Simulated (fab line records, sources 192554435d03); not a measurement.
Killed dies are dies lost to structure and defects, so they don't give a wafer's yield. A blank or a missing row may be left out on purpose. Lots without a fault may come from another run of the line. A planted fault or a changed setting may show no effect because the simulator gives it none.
Chamber matching | flow n5_finfet | N5_HKMG_FIN_STRIP_90 on rie_diel-06: 4 sister chambers
The step strips SOC in N2/H2, time 20 s. 14 wafers are shown with their chamber, then 7 later ones without.

WAFERS WITH THEIR CHAMBER
wafer  | chamber | showerhead_plenum_p_Torr (Torr) | drypump_motor_current_A (A) | throttle_valve_pct (%)
L074.2 | 2       | 3.33                            | 4.9                         | 18.76
L074.3 | 1       | 3.26                            | 5.8                         | 18.82
L074.6 | 1       | 3.26                            | 5.8                         | 18.82
L084.2 | 0       | 3.58                            | 5.8                         | 19.37
L084.4 | 2       | 3.32                            | 4.9                         | 18.78
L084.6 | 0       | 3.58                            | 5.9                         | 19.36
L085.3 | 2       | 3.31                            | 5.0                         | 18.81
L085.4 | 1       | 3.24                            | 5.8                         | 18.88
L085.5 | 1       | 3.24                            | 5.8                         | 18.87
L087.1 | 0       | 3.58                            | 5.9                         | 19.38
L087.2 | 1       | 3.24                            | 5.8                         | 18.89
L087.3 | 2       | 3.31                            | 5.0                         | 18.81
L091.2 | 0       | 3.57                            | 5.8                         | 19.41
L091.4 | 3       | 3.52                            | 6.0                         | 18.72

SIGNATURES (means of the wafers above)
reading                  | chamber 0 | chamber 1 | chamber 2 | chamber 3 | scatter within a chamber
showerhead_plenum_p_Torr | 3.5775    | 3.2480    | 3.3175    | 3.5200    | 0.00911
drypump_motor_current_A  | 5.850     | 5.800     | 4.950     | 6.000     | 0.0447
throttle_valve_pct       | 19.3800   | 18.8560   | 18.7900   | 18.7200   | 0.0278
Rule: a wafer's distance from a chamber is the root of the sum, over the readings, of the square of ((its reading less the chamber's mean) divided by the reading's scatter). The wafer belongs to the nearest chamber; if the next one is less than 2 further off, it can't be placed. The scatter: the root of (the sum of the squares of (reading less its chamber's mean) over the shown wafers, divided by (wafers less chambers)).

WAFERS WITHOUT THEIR CHAMBER
wafer  | showerhead_plenum_p_Torr (Torr) | drypump_motor_current_A (A) | throttle_valve_pct (%)
L091.6 | 3.23                            | 5.8                         | 18.90
L094.2 | 3.51                            | 6.1                         | 18.72
L094.3 | 3.23                            | 5.8                         | 18.91
L094.6 | 3.23                            | 5.8                         | 18.91
L096.1 | 3.51                            | 6.0                         | 18.72
L096.3 | 3.23                            | 5.8                         | 18.90
L096.5 | 3.57                            | 5.9                         | 19.42

WHICH CHAMBER EACH WENT THROUGH
wafer  | from the rows above | in truth
L091.6 | 1                   | 1
L094.2 | 3                   | 3
L094.3 | 1                   | 1
L094.6 | 1                   | 1
L096.1 | 3                   | 3
L096.3 | 1                   | 1
L096.5 | 0                   | 0
Placed correctly: 7 of 7. Can't be placed from these rows: 0. Placed wrongly: 0.
